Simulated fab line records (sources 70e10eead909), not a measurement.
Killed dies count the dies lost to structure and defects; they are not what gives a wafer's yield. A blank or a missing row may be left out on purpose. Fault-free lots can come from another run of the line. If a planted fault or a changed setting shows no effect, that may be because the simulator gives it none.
fab line records	flow nand-harc
[record] lots = 24	wafers = 72	last-day = 24
route steps=1159 shown A_STAIRCASE@688 A_SLIT@792
lots that met no fault: from a run of the same line without faults
start-h: start of the lot's first displayed wafer, in hours after the record's first day	wait-h: how many hours have passed since the lot's step before this one	" identical to the entry in the row above	L1.1+2: several wafers, shown together as one row	- no value present, or no start provided	* or withheld: withheld	< > ~ a bound
route shown NAME@n: names a module that has steps shown in the file, with the first one's number in the route	usual: mean/standard deviation of fault-free wafers	same: alike in all rows	chamber/n: place in a boat	sites: the reading at each site	_std_site: their standard deviation	_edge_site: outer sites' mean less inner sites'	radius-mm: how far each site lies from the wafer's centre	mask NAME#n: copy n	behind: the tool/chamber that last shaped the wafer	hold: reason for holding the lot/hours on hold/outcome of the hold	device: names the non-switching transistor (n, p or np)	end of line: the tests these same wafers got at the end of their route	for a step that has no rows: nothing shown but its recipe	killed: dies that structure and defects cost at the first sort, which is not the same as the wafer's yield	map: dies across one wafer; x = killed, . = not, _ = none there
set.NAME: the setting the step ran with; set.NAME@STEP: the setting that earlier step ran with	model.NAME: the simulator's own value behind a step, which no gauge read
route steps across a sampled set of lots; one table per step, one row per wafer
services: when a tool's chamber went out of use (start-h, in hours from the record's first day, below 0 if earlier), for how many hours, and the reason
[[steps]]
[step NHARC_A_STAIRCASE_ETCH_313]
[recipe] cf4-flow-sccm = 100	chf3-flow-sccm = 30	ar-flow-sccm = 0	rf-w = 500	bias-w = 200	chemistry = CF4/CHF3
[usual] chf3-flow-sccm = 29.99/0.077	drypump-motor-current-A = 5.7/0.54	oes-product-au = 0.935/0.02	rf-vpp-V = 371.5/2.4	showerhead-plenum-p-Torr = 1.60/0.068	throttle-valve-pct = 16.803/0.0091
lot.wafer	tool	chamber	start-h	wait-h	chf3-flow-sccm	drypump-motor-current-A	oes-product-au	rf-hours-counter-h	rf-vpp-V	showerhead-plenum-p-Torr	throttle-valve-pct
L075.4	rie-diel-08	1	257.54	0.1	30.03	5.2	0.942	47	370.6	1.54	16.808
L075.1	"	3	"	"	29.98	6.0	0.923	51	372.3	1.63	16.811
L075.2	"	0	"	"	30.02	5.5	0.918	50	372.9	1.61	16.810
L074.1	rie-diel-02	0	258.36	0.1	29.99	4.9	0.922	36	373.9	1.69	16.786
L074.6	"	2	"	"	29.92	6.5	0.917	-	371.6	1.61	16.821
L074.5	"	3	"	"	29.91	6.6	0.921	-	367.3	1.51	16.795
L076.3	rie-diel-02	3	275.68	0.1	29.99	6.6	0.920	46	367.6	1.51	16.788
L076.5	"	2	"	"	29.86	6.4	0.932	-	371.7	1.61	16.805
L076.4	"	3	"	"	30.02	6.6	0.929	-	369.5	1.51	16.807
L079.4	rie-diel-01	3	279.79	0.1	30.07	5.0	0.936	43	370.9	1.61	16.804
L079.1	"	0	"	"	29.97	6.0	0.915	44	374.9	1.69	16.804
L079.5	"	3	"	"	30.00	5.0	0.938	-	371.8	1.61	16.809
L077.2	rie-diel-02	2	280.89	0.1	29.99	6.5	0.973	37	371.3	1.61	16.788
L077.3	"	3	"	"	30.08	6.6	0.962	47	368.4	1.51	16.805
L077.4	"	0	"	"	29.87	4.9	0.970	-	374.4	1.69	16.792
L078.2	rie-diel-02	3	286.92	0.1	30.05	6.6	0.931	49	369.5	1.50	16.798
L078.5	"	3	"	"	30.11	6.6	0.927	-	368.8	1.50	16.800
L078.4	"	0	"	"	30.01	4.9	0.928	-	372.9	1.69	16.812
L080.3	rie-diel-02	1	289.86	0.1	30.02	5.2	0.915	37	368.7	1.49	16.796
L080.6	"	3	"	"	30.03	6.6	0.925	-	368.4	1.50	16.807
L080.5	"	0	"	"	30.09	4.9	0.913	-	374.2	1.69	16.809
L081.3	rie-diel-01	1	305.08	0.1	30.04	5.6	0.972	53	371.4	1.58	16.807
L081.4	"	3	"	"	29.93	5.1	0.964	52	372.2	1.61	16.801
L081.6	"	0	"	"	30.18	6.0	0.935	-	375.3	1.69	16.813
L082.2	rie-diel-08	1	310.95	0.1	30.00	5.2	0.974	0	369.4	1.54	16.798
L082.3	"	3	"	"	30.07	6.0	0.986	0	371.4	1.62	16.800
L082.6	"	1	"	"	29.94	5.2	0.961	-	371.1	1.54	16.793
L083.2	rie-diel-08	3	316.92	0.1	30.02	6.0	0.940	3	372.8	1.62	16.814
L083.1	"	1	"	"	29.92	5.2	0.945	3	368.9	1.54	16.818
L083.5	"	2	"	"	29.96	5.7	0.941	-	373.8	1.70	16.792
L086.2	rie-diel-01	0	329.11	0.1	30.12	6.0	0.968	2	374.2	1.68	16.811
L086.3	"	1	"	"	30.04	5.6	0.978	2	370.4	1.58	16.811
L086.4	"	2	"	"	30.10	5.5	0.939	2	369.8	1.55	16.789
L084.2	rie-diel-02	3	337.27	0.1	29.86	6.6	0.953	0	369.2	1.50	16.801
L084.1	"	0	"	"	29.89	4.9	0.951	0	374.1	1.68	16.792
L084.5	"	3	"	"	30.05	6.6	0.953	-	369.8	1.50	16.807
L085.4	rie-diel-08	3	337.59	0.1	30.06	6.0	0.925	14	372.7	1.62	16.811
L085.1	"	0	"	"	29.99	5.6	0.924	16	371.9	1.60	16.817
L085.3	"	1	"	"	30.02	5.2	0.927	16	369.4	1.54	16.801
L087.1	rie-diel-08	1	339.49	0.1	29.94	5.2	0.922	17	370.2	1.54	16.813
L087.3	"	3	"	"	30.15	6.0	0.915	15	372.7	1.62	16.810
L087.2	"	0	"	"	29.98	5.5	0.923	16	370.9	1.60	16.806
L090.2	rie-diel-02	3	348.10	0.1	29.95	6.6	0.970	4	368.2	1.50	16.801
L090.3	"	2	"	"	30.07	6.4	0.971	4	371.8	1.60	16.805
L090.6	"	3	"	"	30.06	6.6	0.976	-	368.8	1.50	16.811
L089.2	rie-diel-01	2	350.05	0.1	29.94	5.6	0.912	8	369.3	1.55	16.813
L089.4	"	3	"	"	29.99	5.0	0.916	12	373.2	1.60	16.803
L089.5	"	3	"	"	30.00	5.0	0.912	-	370.1	1.60	16.802
L088.2	rie-diel-02	1	353.87	0.1	29.97	5.2	0.948	5	367.0	1.48	16.809
L088.3	"	0	"	"	29.88	4.9	0.948	5	374.9	1.68	16.794
L088.6	"	1	"	"	30.03	5.2	0.942	-	368.6	1.48	16.799
L091.3	rie-diel-01	1	359.68	0.1	29.95	5.6	0.935	12	370.8	1.57	16.806
L091.4	"	3	"	"	30.05	5.0	0.917	14	371.4	1.60	16.792
L091.6	"	1	"	"	30.07	5.6	0.939	-	372.1	1.57	16.798
L092.2	rie-diel-08	2	362.88	0.1	29.95	5.6	0.921	22	374.3	1.69	16.811
L092.4	"	0	"	"	30.06	5.5	0.920	23	372.9	1.60	16.786
L092.5	"	2	"	"	30.06	5.6	0.917	-	374.7	1.69	16.815
L093.3	rie-diel-08	0	368.47	0.1	29.96	5.6	0.925	26	370.8	1.60	16.805
L093.2	"	1	"	"	30.00	5.2	0.929	27	369.7	1.53	16.796
L093.5	"	0	"	"	29.85	5.5	0.927	-	371.0	1.60	16.805
L095.4	rie-diel-08	1	382.58	0.1	29.92	5.2	0.928	31	369.6	1.53	16.810
L095.1	"	0	"	"	30.07	5.5	0.922	30	370.7	1.60	16.798
L095.6	"	1	"	"	29.98	5.2	0.935	-	367.6	1.53	16.808
L094.1	rie-diel-08	1	382.86	0.2	30.06	5.2	0.936	31	369.7	1.53	16.793
L094.4	"	3	"	"	29.87	6.0	0.949	28	372.5	1.61	16.807
L094.6	"	1	"	"	29.91	5.2	0.947	-	369.6	1.53	16.804
L096.1	rie-diel-08	2	393.65	0.1	30.04	5.6	0.920	35	374.7	1.69	16.809
L096.4	"	3	"	"	29.86	6.0	0.904	33	372.4	1.61	16.803
L096.6	"	1	"	"	29.88	5.2	0.928	-	368.5	1.53	16.801
L097.1	rie-diel-08	3	399.71	0.1	29.93	6.0	0.912	36	370.7	1.61	16.808
L097.4	"	1	"	"	30.03	5.2	0.929	39	369.2	1.53	16.810
L097.6	"	3	"	"	29.97	6.0	0.910	-	371.2	1.61	16.776
[step NHARC_A_STAIRCASE_ETCH_315]
[recipe] target-depth-a = 25000	time-s = 607.1	ion-energy-ev = 800	c4f8-flow-sccm = 80	o2-flow-sccm = 60	ar-flow-sccm = withheld	rf-w = 600	bias-w = 3000	chemistry = C4F8/O2/Ar
[usual] oes-product-au = 0.931/0.0095	rf-vpp-V = 1831/11
lot.wafer	tool	chamber	start-h	wait-h	oes-product-au	rf-hours-counter-h	rf-vpp-V
L075.2	rie-diel-08	0	-	-	0.924	50	1833
L075.1	"	2	"	"	0.942	45	1808
L075.4	"	3	"	"	0.927	51	1836
L074.1	rie-diel-02	2	-	-	0.925	29	1833
L074.6	"	3	"	"	0.929	-	1816
L074.5	"	2	"	"	0.928	-	1833
L076.3	rie-diel-02	3	-	-	0.927	46	1816
L076.5	"	3	"	"	0.930	-	1815
L076.4	"	0	"	"	0.928	-	1846
L079.1	rie-diel-01	2	-	-	0.926	44	1824
L079.4	"	1	"	"	0.941	45	1830
L079.5	"	3	"	"	0.951	-	1832
L077.2	rie-diel-02	2	-	-	0.936	38	1834
L077.3	"	0	"	"	0.931	46	1845
L077.4	"	2	"	"	0.946	-	1833
L078.2	rie-diel-02	3	-	-	0.925	49	1814
L078.4	"	2	"	"	0.934	39	1831
L078.5	"	0	"	"	0.934	-	1845
L080.3	rie-diel-02	1	-	-	0.922	37	1813
L080.6	"	2	"	"	0.940	-	1832
L080.5	"	3	"	"	0.938	-	1816
L081.3	rie-diel-01	3	-	-	0.930	52	1831
L081.4	"	0	"	"	0.915	51	1847
L081.6	"	2	"	"	0.940	-	1825
L082.3	rie-diel-08	2	-	-	0.939	0	1848
L082.2	"	3	"	"	0.943	0	1834
L082.6	"	1	"	"	0.937	-	1822
L083.1	rie-diel-08	1	-	-	0.928	3	1821
L083.2	"	2	"	"	0.929	3	1847
L083.5	"	2	"	"	0.935	-	1848
L086.3	rie-diel-01	2	-	-	0.912	2	1825
L086.2	"	3	"	"	0.929	2	1833
L086.4	"	0	"	"	0.927	2	1846
L084.2	rie-diel-02	2	-	-	0.929	0	1832
L084.1	"	0	"	"	0.938	0	1844
L084.5	"	3	"	"	0.941	-	1814
L085.1	rie-diel-08	2	-	-	0.917	15	1846
L085.4	"	3	"	"	0.927	15	1834
L085.3	"	0	"	"	0.927	16	1830
L087.3	rie-diel-08	1	-	-	0.931	17	1819
L087.1	"	3	"	"	0.922	16	1834
L087.2	"	0	"	"	0.931	17	1831
L090.2	rie-diel-02	3	-	-	0.954	4	1815
L090.3	"	0	"	"	0.954	4	1845
L090.6	"	0	"	"	0.954	-	1846
L089.2	rie-diel-01	3	-	-	0.918	12	1832
L089.4	"	0	"	"	0.911	11	1845
L089.5	"	1	"	"	0.936	-	1827
L088.2	rie-diel-02	3	-	-	0.936	5	1814
L088.3	"	1	"	"	0.907	5	1811
L088.6	"	3	"	"	0.921	-	1815
L091.4	rie-diel-01	0	-	-	0.915	13	1844
L091.3	"	3	"	"	0.923	14	1833
L091.6	"	0	"	"	0.923	-	1846
L092.2	rie-diel-08	1	-	-	0.942	24	1819
L092.4	"	3	"	"	0.918	22	1834
L092.5	"	2	"	"	0.940	-	1846
L093.2	rie-diel-08	2	-	-	0.929	25	1846
L093.3	"	0	"	"	0.923	26	1832
L093.5	"	1	"	"	0.922	-	1820
L095.4	rie-diel-08	3	-	-	0.929	28	1832
L095.1	"	0	"	"	0.929	30	1830
L095.6	"	2	"	"	0.932	-	1846
L094.4	rie-diel-08	2	-	-	0.933	29	1847
L094.1	"	3	"	"	0.925	29	1835
L094.6	"	2	"	"	0.922	-	1847
L096.4	rie-diel-08	3	-	-	0.930	34	1833
L096.1	"	0	"	"	0.927	35	1833
L096.6	"	0	"	"	0.933	-	1830
L097.1	rie-diel-08	2	-	-	0.920	37	1846
L097.4	"	3	"	"	0.920	36	1832
L097.6	"	2	"	"	0.920	-	1847
[step NHARC_A_STAIRCASE_STRIP_446]
[recipe] power-w = 1500	temp-c = 250	chemistry = O2
[usual] drypump-motor-current-A = 5.5/0.43	heater-power-w = 373/32
lot.wafer	tool	chamber	start-h	wait-h	drypump-motor-current-A	heater-power-w	rf-hours-counter-h
L074.1	plasma-asher-02	0	300.43	0.1	6.2	364	38
L074.6	"	1	"	"	5.2	420	-
L074.5	"	0	"	"	6.2	374	-
L075.2	plasma-asher-02	0	300.67	0.2	6.1	371	38
L075.1	"	1	"	"	5.2	431	38
L075.4	"	0	"	"	6.1	359	-
L076.3	plasma-asher-01	1	322.10	0.1	5.1	316	-
L076.4	"	0	"	"	5.3	366	-
L076.5	"	1	"	"	5.1	324	-
L077.2	plasma-asher-02	1	322.36	0.0	5.2	425	44
L077.4	"	1	"	"	5.2	443	-
L077.3	"	0	"	"	6.2	370	-
L079.1	plasma-asher-01	1	324.19	0.5	5.1	320	10
L079.4	"	1	"	"	5.1	319	-
L079.5	"	0	"	"	5.4	366	-
L078.2	plasma-asher-02	1	333.07	0.0	5.2	422	49
L078.4	"	1	"	"	5.2	438	-
L078.5	"	1	"	"	5.2	430	-
L080.3	plasma-asher-02	1	334.61	0.1	5.2	428	-
L080.5	"	1	"	"	5.2	431	-
L080.6	"	0	"	"	6.1	364	-
L081.4	plasma-asher-01	0	348.68	0.1	5.3	377	-
L081.3	"	1	"	"	5.1	324	-
L081.6	"	0	"	"	5.3	367	-
L082.2	plasma-asher-01	1	364.61	1.0	5.1	331	27
L082.3	"	1	"	"	5.1	317	-
L082.6	"	0	"	"	5.4	369	-
L083.2	plasma-asher-01	0	365.12	1.3	5.3	370	27
L083.1	"	1	"	"	5.1	320	27
L083.5	"	1	"	"	5.1	321	-
L086.2	plasma-asher-02	1	376.92	0.1	5.2	401	3
L086.3	"	0	"	"	6.1	375	-
L086.4	"	1	"	"	5.2	396	-
L084.1	plasma-asher-02	1	387.26	0.0	5.2	384	6
L084.2	"	0	"	"	6.1	379	6
L084.5	"	0	"	"	6.1	383	-
L087.1	plasma-asher-02	1	387.54	0.2	5.2	400	6
L087.2	"	0	"	"	6.1	381	6
L087.3	"	0	"	"	6.1	377	-
L085.1	plasma-asher-02	1	389.19	0.0	5.2	397	6
L085.3	"	1	"	"	5.2	390	-
L085.4	"	0	"	"	6.2	372	-
L092.2	plasma-asher-02	1	403.92	0.0	5.2	398	11
L092.4	"	1	"	"	5.2	386	-
L092.5	"	1	"	"	5.2	397	-
L088.2	plasma-asher-01	0	404.21	0.0	5.4	373	40
L088.3	"	0	"	"	5.3	374	-
L088.6	"	1	"	"	5.1	321	-
L090.2	plasma-asher-02	0	404.46	0.0	6.1	371	11
L090.3	"	0	"	"	6.1	369	-
L090.6	"	0	"	"	6.1	375	-
L089.2	plasma-asher-02	0	405.48	0.0	6.1	366	11
L089.4	"	1	"	"	5.2	400	-
L089.5	"	0	"	"	6.1	375	-
L091.3	plasma-asher-01	1	406.43	0.1	5.1	319	-
L091.4	"	0	"	"	5.3	379	-
L091.6	"	0	"	"	5.3	365	-
L093.2	plasma-asher-02	0	409.23	0.0	6.1	382	11
L093.3	"	0	"	"	6.1	376	-
L093.5	"	0	"	"	6.1	381	-
L094.1	plasma-asher-01	0	429.19	0.4	5.4	378	49
L094.4	"	1	"	"	5.1	323	-
L094.6	"	0	"	"	5.3	376	-
L095.1	plasma-asher-01	1	429.76	0.3	5.1	320	49
L095.4	"	1	"	"	5.1	323	-
L095.6	"	0	"	"	5.4	368	-
L096.1	plasma-asher-02	1	441.33	0.1	5.2	404	24
L096.4	"	0	"	"	6.1	382	-
L096.6	"	1	"	"	5.2	396	-
L097.1	plasma-asher-02	0	441.61	0.1	6.1	384	25
L097.4	"	0	"	"	6.2	371	-
L097.6	"	1	"	"	5.2	398	-
[step NHARC_A_STAIRCASE_CMP_152]
[usual] motor-current-A = 12.2/1.1	pad-life-wafers = 319/160
lot.wafer	tool	chamber	start-h	wait-h	motor-current-A	pad-life-wafers
L074.1	cmp-02	2	301.47	0.1	10.4	264
L074.6	"	2	"	"	11.0	-
L074.5	"	3	"	"	11.6	-
L075.2	cmp-02	2	301.62	0.1	10.8	276
L075.1	"	3	"	"	11.2	277
L075.4	"	0	"	"	14.4	278
L076.4	cmp-04	3	322.88	0.1	14.1	108
L076.3	"	1	"	"	12.4	110
L076.5	"	3	"	"	14.6	-
L077.2	cmp-04	3	323.24	0.1	14.4	120
L077.4	"	0	"	"	11.2	121
L077.3	"	1	"	"	12.7	122
L079.1	cmp-02	2	325.09	0.1	11.2	450
L079.4	"	1	"	"	11.5	453
L079.5	"	3	"	"	11.8	-
L078.2	cmp-03	1	333.98	0.1	11.2	409
L078.4	"	3	"	"	10.8	411
L078.5	"	1	"	"	11.8	-
L080.3	cmp-02	0	335.43	0.1	13.2	519
L080.5	"	1	"	"	11.6	-
L080.6	"	2	"	"	10.4	-
L081.4	cmp-02	2	349.49	0.1	10.5	44
L081.3	"	3	"	"	12.6	45
L081.6	"	1	"	"	12.4	-
L082.2	cmp-04	2	365.45	0.1	13.4	325
L082.3	"	0	"	"	11.4	327
L082.6	"	2	"	"	13.5	-
L083.2	cmp-02	1	366.09	0.1	11.8	126
L083.1	"	0	"	"	13.6	129
L083.5	"	2	"	"	11.1	-
L086.3	cmp-02	0	377.78	0.1	13.4	199
L086.4	"	1	"	"	11.5	200
L086.2	"	2	"	"	11.3	201
L084.1	cmp-04	1	388.14	0.1	12.6	493
L084.2	"	2	"	"	14.0	494
L084.5	"	1	"	"	12.9	-
L087.1	cmp-02	1	388.41	0.1	11.7	270
L087.2	"	3	"	"	12.0	272
L087.3	"	0	"	"	13.6	273
L085.3	cmp-04	1	390.06	0.1	11.4	516
L085.4	"	2	"	"	13.1	517
L085.1	"	3	"	"	14.2	518
L092.4	cmp-03	2	404.80	0.1	11.3	270
L092.2	"	0	"	"	11.6	272
L092.5	"	3	"	"	10.6	-
L088.2	cmp-02	0	405.10	0.1	13.4	433
L088.3	"	1	"	"	11.4	434
L088.6	"	0	"	"	13.4	-
L090.3	cmp-02	0	405.35	0.1	14.2	445
L090.2	"	2	"	"	11.0	447
L090.6	"	3	"	"	12.3	-
L089.2	cmp-03	0	406.37	0.1	11.5	294
L089.4	"	3	"	"	11.2	297
L089.5	"	1	"	"	12.0	-
L091.3	cmp-04	1	407.24	0.1	12.3	61
L091.4	"	3	"	"	14.1	63
L091.6	"	1	"	"	13.2	-
L093.2	cmp-03	3	410.11	0.1	11.0	336
L093.3	"	1	"	"	12.0	338
L093.5	"	0	"	"	11.9	-
L094.1	cmp-02	2	430.09	0.1	10.4	644
L094.4	"	3	"	"	12.1	645
L094.6	"	0	"	"	13.9	-
L095.1	cmp-04	3	430.63	0.1	13.8	198
L095.4	"	0	"	"	12.1	199
L095.6	"	0	"	"	12.0	-
L096.1	cmp-04	1	442.19	0.1	13.6	278
L096.4	"	2	"	"	13.6	279
L096.6	"	0	"	"	11.5	-
L097.1	cmp-03	2	442.45	0.1	11.5	552
L097.4	"	3	"	"	10.6	553
L097.6	"	2	"	"	11.5	-
[step NHARC_A_SLIT_INSPECT_11]
[usual] raw-defect-count = 21/11
lot.wafer	tool	chamber	start-h	wait-h	raw-defect-count
L074.1	defect-inspect-01	-	315.81	0.1	27
L074.5	"	-	"	"	22
L074.6	"	-	"	"	17
L075.1	defect-inspect-02	-	316.15	0.0	10
L075.2	"	-	"	"	6
L075.4	"	-	"	"	17
L077.2	defect-inspect-01	-	335.05	0.0	15
L077.3	"	-	"	"	22
L077.4	"	-	"	"	27
L076.3	defect-inspect-02	-	335.08	0.0	11
L076.4	"	-	"	"	12
L076.5	"	-	"	"	13
L079.1	defect-inspect-02	-	335.26	0.0	11
L079.4	"	-	"	"	10
L079.5	"	-	"	"	13
L080.3	defect-inspect-01	-	348.88	0.0	8
L080.5	"	-	"	"	13
L080.6	"	-	"	"	10
L078.2	defect-inspect-01	-	351.71	0.0	23
L078.4	"	-	"	"	32
L078.5	"	-	"	"	25
L081.3	defect-inspect-02	-	362.06	0.0	26
L081.4	"	-	"	"	17
L081.6	"	-	"	"	12
L082.2	defect-inspect-01	-	378.61	0.1	31
L082.3	"	-	"	"	29
L082.6	"	-	"	"	28
L083.1	defect-inspect-01	-	378.79	0.1	16
L083.2	"	-	"	"	8
L083.5	"	-	"	"	12
L086.2	defect-inspect-01	-	390.54	0.0	31
L086.3	"	-	"	"	31
L086.4	"	-	"	"	24
L087.1	defect-inspect-01	-	401.93	0.0	26
L087.2	"	-	"	"	26
L087.3	"	-	"	"	19
L084.1	defect-inspect-01	-	402.31	0.0	13
L084.2	"	-	"	"	19
L084.5	"	-	"	"	19
L085.1	defect-inspect-02	-	402.88	0.0	18
L085.3	"	-	"	"	20
L085.4	"	-	"	"	15
L088.2	defect-inspect-01	-	418.87	0.0	31
L088.3	"	-	"	"	40
L088.6	"	-	"	"	31
L092.2	defect-inspect-01	-	419.55	0.0	31
L092.4	"	-	"	"	28
L092.5	"	-	"	"	36
L089.2	defect-inspect-02	-	420.60	0.0	28
L089.4	"	-	"	"	33
L089.5	"	-	"	"	33
L090.2	defect-inspect-02	-	420.83	0.0	9
L090.3	"	-	"	"	17
L090.6	"	-	"	"	10
L091.3	defect-inspect-02	-	421.54	0.0	9
L091.4	"	-	"	"	10
L091.6	"	-	"	"	11
L093.2	defect-inspect-02	-	427.05	0.0	42
L093.3	"	-	"	"	27
L093.5	"	-	"	"	46
L094.1	defect-inspect-01	-	443.47	0.0	20
L094.4	"	-	"	"	17
L094.6	"	-	"	"	17
L095.1	defect-inspect-01	-	444.07	0.0	44
L095.4	"	-	"	"	48
L095.6	"	-	"	"	50
L096.1	defect-inspect-01	-	454.53	0.0	14
L096.4	"	-	"	"	19
L096.6	"	-	"	"	6
L097.1	defect-inspect-01	-	455.09	0.0	10
L097.4	"	-	"	"	15
L097.6	"	-	"	"	8
[step NHARC_A_SLIT_DESCUM_14]
[recipe] time-s = 3	o2-flow-sccm = 200	ar-flow-sccm = 0	bias-power-w = 0	chemistry = O2
[usual] drypump-motor-current-A = 5.9/0.54	oes-product-au = 1.001/0.009	rf-vpp-V = 57.7/0.96	showerhead-plenum-p-Torr = 1.89/0.087	throttle-valve-pct = 11.312/0.0096
lot.wafer	tool	chamber	start-h	wait-h	drypump-motor-current-A	oes-product-au	rf-hours-counter-h	rf-vpp-V	showerhead-plenum-p-Torr	throttle-valve-pct
L074.1	rie-diel-12	0	315.88	0.1	5.6	0.981	5	58.0	1.83	11.311
L074.5	"	0	"	"	5.6	0.984	-	57.8	1.83	11.314
L074.6	"	1	"	"	5.8	0.994	-	56.1	1.78	11.309
L075.4	rie-diel-13	3	316.22	0.1	5.0	1.009	3	57.8	1.86	11.297
L075.2	"	0	"	"	6.7	0.998	3	57.3	1.79	11.325
L075.1	"	1	"	"	6.0	1.008	3	58.2	1.94	11.322
L077.2	rie-diel-04	3	335.12	0.1	6.0	0.999	4	57.5	1.92	11.326
L077.3	"	1	"	"	5.3	1.002	3	57.4	1.94	11.316
L077.4	"	1	"	"	5.3	0.993	-	58.6	1.94	11.320
L076.3	rie-diel-13	3	335.14	0.1	5.0	1.012	5	58.9	1.86	11.299
L076.5	"	1	"	"	6.0	1.018	-	57.7	1.94	11.318
L076.4	"	2	"	"	5.9	1.007	-	55.8	1.79	11.321
L079.1	rie-diel-12	2	335.33	0.1	6.6	0.996	7	57.7	2.01	11.313
L079.5	"	0	"	"	5.7	0.991	-	57.8	1.83	11.314
L079.4	"	2	"	"	6.6	0.981	-	58.5	2.01	11.301
L080.3	rie-diel-04	3	348.94	0.1	6.0	0.975	5	57.2	1.92	11.306
L080.5	"	3	"	"	6.0	1.000	-	59.4	1.92	11.309
L080.6	"	0	"	"	5.8	0.988	-	57.2	1.90	11.305
L078.2	rie-diel-12	0	351.81	0.1	5.6	0.993	8	56.8	1.83	11.284
L078.4	"	3	"	"	6.2	1.004	-	58.6	2.05	11.312
L078.5	"	0	"	"	5.6	0.997	-	57.1	1.83	11.312
L081.4	rie-diel-04	1	362.14	0.1	5.4	1.003	5	59.0	1.94	11.338
L081.3	"	2	"	"	4.8	1.005	6	56.2	1.85	11.311
L081.6	"	3	"	"	6.0	0.995	-	58.3	1.92	11.319
L082.2	rie-diel-04	0	378.69	0.1	5.8	0.994	5	55.4	1.90	11.307
L082.3	"	1	"	"	5.4	0.993	6	58.2	1.94	11.326
L082.6	"	3	"	"	6.0	0.990	-	57.2	1.92	11.306
L083.1	rie-diel-12	3	378.86	0.1	6.2	1.001	10	57.9	2.05	11.313
L083.2	"	1	"	"	5.7	0.998	8	56.2	1.78	11.314
L083.5	"	2	"	"	6.7	0.989	-	59.5	2.01	11.305
L086.4	rie-diel-13	1	390.60	0.1	6.0	1.004	9	55.7	1.94	11.316
L086.2	"	2	"	"	5.9	0.998	9	57.2	1.79	11.300
L086.3	"	3	"	"	5.0	1.010	9	59.1	1.86	11.318
L087.2	rie-diel-13	3	401.99	0.1	5.0	1.006	9	57.7	1.86	11.312
L087.1	"	0	"	"	6.6	1.000	7	58.7	1.79	11.309
L087.3	"	1	"	"	6.0	1.005	10	57.5	1.94	11.301
L084.2	rie-diel-12	2	402.38	0.1	6.7	1.003	0	57.8	2.01	11.299
L084.1	"	3	"	"	6.1	1.004	0	59.2	2.05	11.312
L084.5	"	1	"	"	5.8	0.994	-	58.0	1.78	11.314
L085.3	rie-diel-13	1	402.95	0.1	6.0	1.013	10	57.5	1.94	11.320
L085.1	"	2	"	"	5.9	1.017	10	57.5	1.78	11.310
L085.4	"	3	"	"	5.0	1.028	10	56.9	1.86	11.300
L088.3	rie-diel-13	1	418.95	0.1	6.0	1.009	11	57.8	1.93	11.328
L088.2	"	2	"	"	5.9	1.002	11	56.9	1.78	11.315
L088.6	"	2	"	"	5.9	1.011	-	57.1	1.78	11.315
L092.4	rie-diel-04	3	419.63	0.1	6.0	0.985	10	57.7	1.92	11.306
L092.2	"	0	"	"	5.8	1.003	8	57.8	1.90	11.310
L092.5	"	1	"	"	5.3	0.998	-	58.9	1.94	11.306
L089.4	rie-diel-13	0	420.67	0.1	6.6	0.998	10	57.1	1.79	11.298
L089.2	"	2	"	"	5.9	1.007	11	56.9	1.78	11.311
L089.5	"	3	"	"	5.0	1.017	-	58.2	1.86	11.310
L090.2	rie-diel-12	2	420.90	0.1	6.6	1.006	1	59.1	2.01	11.317
L090.3	"	3	"	"	6.2	1.007	2	57.9	2.05	11.319
L090.6	"	1	"	"	5.8	1.006	-	58.2	1.78	11.298
L091.4	rie-diel-04	3	421.60	0.1	6.0	1.006	11	58.0	1.92	11.314
L091.3	"	1	"	"	5.4	1.005	9	59.2	1.94	11.308
L091.6	"	0	"	"	5.8	1.000	-	57.9	1.90	11.319
L093.2	rie-diel-12	1	427.11	0.1	5.8	0.999	3	56.7	1.78	11.317
L093.3	"	3	"	"	6.2	1.010	2	58.9	2.05	11.307
L093.5	"	1	"	"	5.8	1.002	-	57.6	1.78	11.300
L094.1	rie-diel-12	0	443.54	0.1	5.6	1.007	3	57.3	1.82	11.300
L094.4	"	2	"	"	6.7	1.019	4	56.4	2.00	11.314
L094.6	"	0	"	"	5.6	1.012	-	56.4	1.83	11.318
L095.4	rie-diel-13	3	444.13	0.1	5.0	0.997	14	59.3	1.85	11.304
L095.1	"	1	"	"	6.0	0.995	14	58.7	1.93	11.307
L095.6	"	0	"	"	6.7	0.985	-	57.5	1.79	11.325
L096.4	rie-diel-04	0	454.61	0.1	5.8	1.004	11	57.3	1.90	11.314
L096.1	"	1	"	"	5.4	1.000	12	56.2	1.94	11.305
L096.6	"	3	"	"	6.0	0.998	-	57.8	1.92	11.299
L097.4	rie-diel-12	2	455.15	0.1	6.6	1.003	4	59.2	2.00	11.332
L097.1	"	3	"	"	6.1	1.008	4	57.8	2.05	11.302
L097.6	"	3	"	"	6.1	1.010	-	59.9	2.05	11.309
[[services]]
tool	chamber	start-h	hours	kind
rie-diel-01	3	240.27	4.8	repair
rie-diel-01	2	241.03	3.9	repair
cmp-02	-	241.34	4.0	pm
rie-diel-12	0	244.61	4.6	repair
rie-diel-02	1	250.78	36.2	repair
cmp-02	-	251.00	3.0	repair
plasma-asher-01	-	283.13	9.0	pm
cmp-02	-	287.66	3.3	repair
rie-diel-08	-	301.86	9.0	pm
rie-diel-02	0	307.41	9.1	repair
rie-diel-12	2	313.77	2.6	repair
rie-diel-01	-	315.37	9.0	pm
rie-diel-02	-	327.83	9.0	pm
rie-diel-12	1	334.53	19.0	repair
cmp-02	-	337.91	0.6	repair
cmp-02	-	339.34	4.0	pm
rie-diel-01	2	340.21	7.5	repair
plasma-asher-02	-	360.58	9.0	pm
rie-diel-12	0	372.53	5.7	repair
rie-diel-12	-	379.40	9.0	pm
rie-diel-12	0	389.24	11.2	repair
rie-diel-02	3	399.67	4.1	repair
rie-diel-02	2	426.52	13.5	repair
cmp-02	-	437.34	4.0	pm
[[key]]
fault none
